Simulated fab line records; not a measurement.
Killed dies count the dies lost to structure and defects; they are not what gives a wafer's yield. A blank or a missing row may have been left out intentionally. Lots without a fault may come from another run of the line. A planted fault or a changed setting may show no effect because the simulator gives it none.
Which tool was responsible? ; flow n5-finfet ; Sampling: 10 lots, 30 wafers, 5 of 1938 route steps

WHAT THE GAUGES READ, wafer by wafer
N5_BEOL_M4_RC_MEAS_101. Usual: DIBL_N 36.0 mV/V, standard deviation 1.9; DIBL_P 35.6 mV/V, standard deviation 2.2; IOFF_N 0.15 nA/um, standard deviation 0.031; IOFF_P 0.19 nA/um, standard deviation 0.032; ION_N 668 uA/um, standard deviation 11; ION_P 455 uA/um, standard deviation 7.2; SS_N 71.5 mV/dec, standard deviation 0.65; SS_P 73.4 mV/dec, standard deviation 0.64; VT_N 251 mV, standard deviation 3.6; VT_P -253 mV, standard deviation 3.3.
lot;measured;on;DIBL_N (mV/V);DIBL_P (mV/V);IOFF_N (nA/um);IOFF_P (nA/um);ION_N (uA/um);ION_P (uA/um);SS_N (mV/dec);SS_P (mV/dec);VT_N (mV);VT_P (mV);flag
L328;day 9 01:53;prober-02;35.0 35.1 36.2;34.2 34.4 36.1;0.11 0.12 0.13;0.14 0.14 0.16;661 658 669;445 444 453;72.1 71.0 71.8;72.7 72.9 73.5;258 254 252;-259 -256 -258;
L330;day 10 10:39;prober-02;38.1 36.1 35.0;37.8 36.1 33.9;0.20 0.16 0.15;0.23 0.20 0.17;685 676 665;463 459 453;71.4 71.4 71.7;73.6 73.3 72.9;241 251 251;-249 -253 -254;
L331;day 9 23:53;prober-01;34.7 40.0 37.7;34.5 38.0 36.0;0.14 0.23 0.18;0.19 0.25 0.22;665 681 669;458 457 465;70.7 72.7 71.5;72.5 74.4 74.2;252 249 249;-251 -250 -251;
L333;day 11 01:13;prober-01;37.8 38.2 36.1;38.5 39.4 37.7;0.18 0.19 0.16;0.21 0.23 0.21;682 678 677;457 459 466;72.4 72.5 71.5;73.8 73.5 73.6;249 249 248;-252 -253 -252;
L336;day 12 13:13;prober-02;33.7 35.4 32.5;33.8 35.8 33.3;0.13 0.15 0.12;0.17 0.20 0.17;657 668 651;458 461 450;71.4 71.9 71.5;72.4 73.1 72.8;254 248 256;-252 -252 -252;
L340;day 13 16:12;prober-02;36.9 36.6 38.0;37.9 38.0 38.5;0.18 0.16 0.20;0.21 0.20 0.22;683 668 685;459 453 461;71.5 71.7 71.9;73.2 73.3 74.0;246 252 247;-253 -250 -250;
L342;day 13 17:46;prober-01;36.3 35.7 36.9;38.5 36.3 38.1;0.16 0.16 0.18;0.21 0.17 0.20;666 666 668;458 445 458;71.4 72.0 72.0;73.7 73.4 73.8;248 249 251;-253 -258 -256;
L345;day 14 01:58;prober-02;39.8 38.8 38.1;39.7 38.4 37.0;0.22 0.18 0.17;0.24 0.24 0.20;700 674 671;467 462 458;71.8 72.7 71.4;74.1 74.6 73.9;248 248 250;-250 -252 -253;
L346;day 14 19:54;prober-01;37.3 36.7 38.7;36.5 35.3 39.4;0.17 0.15 0.21;0.20 0.18 0.25;679 665 686;457 451 462;71.4 72.2 72.4;73.6 72.7 73.9;247 250 243;-251 -253 -251;
L350;day 16 01:31;prober-01;34.9 34.3 37.0;33.6 33.6 36.7;0.13 0.12 0.16;0.17 0.18 0.24;671 653 684;460 451 469;71.2 70.9 71.4;73.1 73.2 74.6;250 254 248;-252 -253 -246;

TOOL THAT RAN EACH LOT (tool first, then ch and the chambers of the sampled wafers, then the start)
lot;N5_BEOL_M1_SPUTTER_96;N5_BEOL_M1_DEP_57;N5_BEOL_M2_HM_DEP_02;N5_BEOL_M2_COAT_73
L328;pvd-sputter-03, day 6 16:08;pecvd-01 ch 1,2, day 6 18:02;pvd-sputter-03, day 6 19:54;litho-track-01 ch 0, day 6 20:02
L330;pvd-sputter-02, day 7 15:07;pecvd-02 ch 0,1,2, day 7 16:09;pvd-sputter-01, day 7 16:51;litho-track-02 ch 0, day 7 16:59
L331;pvd-sputter-03, day 7 16:49;pecvd-02 ch 0,1,2, day 7 17:58;pvd-sputter-02, day 7 19:52;litho-track-02 ch 0, day 7 19:59
L333;pvd-sputter-02, day 8 02:14;pecvd-02 ch 0,1, day 8 03:14;pvd-sputter-02, day 8 03:43;litho-track-01 ch 0, day 8 03:51
L336;pvd-sputter-02, day 8 16:42;pecvd-01 ch 0,1,2, day 8 17:42;pvd-sputter-03, day 8 19:38;litho-track-01 ch 0, day 8 19:47
L340;pvd-sputter-02, day 10 23:05;pecvd-03 ch 1,2, day 11 00:12;pvd-sputter-02, day 11 00:40;litho-track-01 ch 0, day 11 00:47
L342;pvd-sputter-03, day 11 04:43;pecvd-01 ch 1,2, day 11 05:42;pvd-sputter-01, day 11 06:23;litho-track-01 ch 0, day 11 06:31
L345;pvd-sputter-02, day 11 13:07;pecvd-02 ch 0,1, day 11 15:02;pvd-sputter-01, day 11 16:34;litho-track-02 ch 0, day 11 16:41
L346;pvd-sputter-02, day 12 00:20;pecvd-01 ch 0,1,2, day 12 01:35;pvd-sputter-03, day 12 03:28;litho-track-02 ch 0, day 12 03:36
L350;pvd-sputter-02, day 12 11:37;pecvd-01 ch 1,2, day 12 12:36;pvd-sputter-01, day 12 12:53;litho-track-02 ch 0, day 12 13:02
- N5_BEOL_M1_SPUTTER_96: material Cu, target thk 4.5 nm, time 8.29 s.
- N5_BEOL_M1_DEP_57: deposits SiCN from 3MS/NH3, target thk 8 nm, time 14 s.
- N5_BEOL_M2_HM_DEP_02: deposits TiN, target thk 20 nm.
- N5_BEOL_M2_COAT_73: time 60 s, resist thk 5 nm.

WHAT THE TOOLS THEMSELVES READ (means of the sampled wafers that have a number; where no wafer has one, the mark that the record gives instead)
N5_BEOL_M1_SPUTTER_96. Usual: throttle-valve-pct 29.7 %, standard deviation 0.6.
lot;tool;throttle-valve-pct (%);flag
L328;pvd-sputter-03;29.5;
L330;pvd-sputter-02;29.8;
L331;pvd-sputter-03;29.9;
L333;pvd-sputter-02;29.9;
L336;pvd-sputter-02;29.7;
L340;pvd-sputter-02;29.9;
L342;pvd-sputter-03;29.7;
L345;pvd-sputter-02;29.5;
L346;pvd-sputter-02;29.7;
L350;pvd-sputter-02;29.9;

N5_BEOL_M1_DEP_57. Usual: showerhead-plenum-p-Torr 3.661 Torr, standard deviation 0.013; throttle-valve-pct 9.0 %, standard deviation 0.47.
lot;tool;showerhead-plenum-p-Torr (Torr);throttle-valve-pct (%);flag
L328;pecvd-01;3.661;8.9;
L330;pecvd-02;3.661;9.1;
L331;pecvd-02;3.664;8.9;
L333;pecvd-02;3.669;9.4;
L336;pecvd-01;3.656;9.1;
L340;pecvd-03;3.652;8.7;
L342;pecvd-01;3.663;8.9;
L345;pecvd-02;3.670;9.5;
L346;pecvd-01;3.665;9.1;
L350;pecvd-01;3.668;8.9;

N5_BEOL_M2_HM_DEP_02. Usual: throttle-valve-pct 29.7 %, standard deviation 0.74.
lot;tool;throttle-valve-pct (%);flag
L328;pvd-sputter-03;29.8;
L330;pvd-sputter-01;30.4;
L331;pvd-sputter-02;29.5;
L333;pvd-sputter-02;29.7;
L336;pvd-sputter-03;29.1;
L340;pvd-sputter-02;29.6;
L342;pvd-sputter-01;29.7;
L345;pvd-sputter-01;30.3;
L346;pvd-sputter-03;29.6;
L350;pvd-sputter-01;30.5;

N5_BEOL_M2_COAT_73. Usual: exhaust-pa 45.0 Pa, standard deviation 0.9; heater-power-total-W 391.7 W, standard deviation 1.3; plate-temp-C 205.00 C, standard deviation 0.15.
lot;tool;exhaust-pa (Pa);heater-power-total-W (W);plate-temp-C (C);flag
L328;litho-track-01;44.2;392.1;204.88;
L330;litho-track-02;44.3;393.2;205.01;
L331;litho-track-02;45.0;390.9;205.01;
L333;litho-track-01;46.1;391.8;205.13;
L336;litho-track-01;44.7;391.3;205.10;
L340;litho-track-01;45.4;348.0;186.57;OFF
L342;litho-track-01;45.5;346.9;186.47;OFF
L345;litho-track-02;43.6;390.1;205.09;
L346;litho-track-02;44.8;392.3;204.99;
L350;litho-track-02;46.0;392.2;204.98;

THE ANSWER, worked out from the rows above alone
Rule: lot off if the mean of its wafers having a number is beyond 3 standard deviations from the usual mean. A lot without any number at a reading at which 4 lots or more have one is off too. All remaining lots with rows at the step are treated as sound. First the gauges in route order, then the tools' own readings, where a lot's mean is used as printed above. The first step at which some lot is off is used, and at that step the reading that is off furthest; a lot without a number counts as furthest.
Off: L340, L342, at N5_BEOL_M2_COAT_73 (plate-temp-C).
If a tool, at that step or one of the process steps before it, ran each lot that is off and ran no sound lot following the first of them, it fits. One fits: N5_BEOL_M2_COAT_73 on litho-track-01. A fault onset in the window from L336 (day 8 19:47, its last sound lot) to L340 (day 11 00:47, its first lot off) fits.
The tool's own readings at N5_BEOL_M2_COAT_73 bear it out: on the lots that are off they differ by more than 5 times the standard deviation of the sound lots' means. heater-power-total-W reads 347.4 W there against 391.7 W on the sound lots; plate-temp-C reads 186.52 C there against 205.02 C on the sound lots.

WHAT THE SIMULATOR HAD PUT IN
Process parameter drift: litho-track-01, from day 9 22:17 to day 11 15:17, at N5_BEOL_M2_COAT_73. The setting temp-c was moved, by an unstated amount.
Struck lots among those shown: L340, L342. The rule above reached the same finding.
